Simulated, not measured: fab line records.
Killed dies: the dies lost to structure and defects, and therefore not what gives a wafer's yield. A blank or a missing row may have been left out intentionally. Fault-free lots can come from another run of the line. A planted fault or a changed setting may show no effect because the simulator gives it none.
Chamber matching / flow nand_harc / NHARC_A_CHANNEL_FILL_D2_ALD_16 on ald_hk-04: 4 sister chambers
The step deposits SiO2, target thk 1.5 nm, pulse time 10 s, ald cycles 15. 8 wafers are shown with their chamber, then 12 later ones without.

== WAFERS WITH THEIR CHAMBER ==
wafer=L080.3; chamber=3; heater_power_w (W)=457; precursor_pulse_height_rel=1.013
wafer=L082.1; chamber=2; heater_power_w (W)=438; precursor_pulse_height_rel=0.994
wafer=L083.3; chamber=0; heater_power_w (W)=608; precursor_pulse_height_rel=1.004
wafer=L083.4; chamber=1; heater_power_w (W)=470; precursor_pulse_height_rel=1.024
wafer=L083.5; chamber=1; heater_power_w (W)=475; precursor_pulse_height_rel=1.026
wafer=L083.1; chamber=3; heater_power_w (W)=459; precursor_pulse_height_rel=1.036
wafer=L083.2; chamber=2; heater_power_w (W)=453; precursor_pulse_height_rel=1.015
wafer=L083.6; chamber=0; heater_power_w (W)=595; precursor_pulse_height_rel=1.005

== WAFERS WHOSE CHAMBER IS MISSING ==
wafer=L086.1; heater_power_w (W)=469; precursor_pulse_height_rel=1.001
wafer=L086.2; heater_power_w (W)=594; precursor_pulse_height_rel=1.031
wafer=L086.5; heater_power_w (W)=611; precursor_pulse_height_rel=0.968
wafer=L086.3; heater_power_w (W)=475; precursor_pulse_height_rel=1.012
wafer=L086.4; heater_power_w (W)=445; precursor_pulse_height_rel=1.020
wafer=L086.6; heater_power_w (W)=446; precursor_pulse_height_rel=0.996
wafer=L090.1; heater_power_w (W)=457; precursor_pulse_height_rel=0.986
wafer=L090.3; heater_power_w (W)=463; precursor_pulse_height_rel=1.003
wafer=L090.4; heater_power_w (W)=560; precursor_pulse_height_rel=1.007
wafer=L091.1; heater_power_w (W)=461; precursor_pulse_height_rel=1.026
wafer=L091.3; heater_power_w (W)=437; precursor_pulse_height_rel=0.997
wafer=L091.5; heater_power_w (W)=459; precursor_pulse_height_rel=1.024

== EACH ONE'S CHAMBER ==
wafer=L086.1; from the rows above=can't be placed: 1 or 3 or 2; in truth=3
wafer=L086.2; from the rows above=0; in truth=0
wafer=L086.5; from the rows above=0; in truth=0
wafer=L086.3; from the rows above=can't be placed: 1 or 3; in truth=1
wafer=L086.4; from the rows above=can't be placed: 2 or 3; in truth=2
wafer=L086.6; from the rows above=2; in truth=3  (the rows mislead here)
wafer=L090.1; from the rows above=can't be placed: 2 or 3 or 1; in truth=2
wafer=L090.3; from the rows above=can't be placed: 3 or 1 or 2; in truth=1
wafer=L090.4; from the rows above=0; in truth=0
wafer=L091.1; from the rows above=can't be placed: 3 or 1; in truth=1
wafer=L091.3; from the rows above=2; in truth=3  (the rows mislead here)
wafer=L091.5; from the rows above=can't be placed: 3 or 1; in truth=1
Placed correctly: 3 of 12. Can't be placed from these rows: 7 (the true chamber is among the candidates in 7). Number placed wrongly: 2.
How it was worked out, from the rows above alone: a wafer's distance from a chamber is the root of the sum, over the readings, of the square of ((its reading less the chamber's mean) divided by the reading's scatter). If the next closest chamber is less than 2 further off than the closest, the wafer can't be placed; otherwise it belongs to the closest. For every chamber, the mean is computed from those of its wafers that are shown. The scatter is the square root of a quotient: the sum, over the shown wafers, of each reading's squared deviation from its chamber's mean, divided by wafers minus chambers.
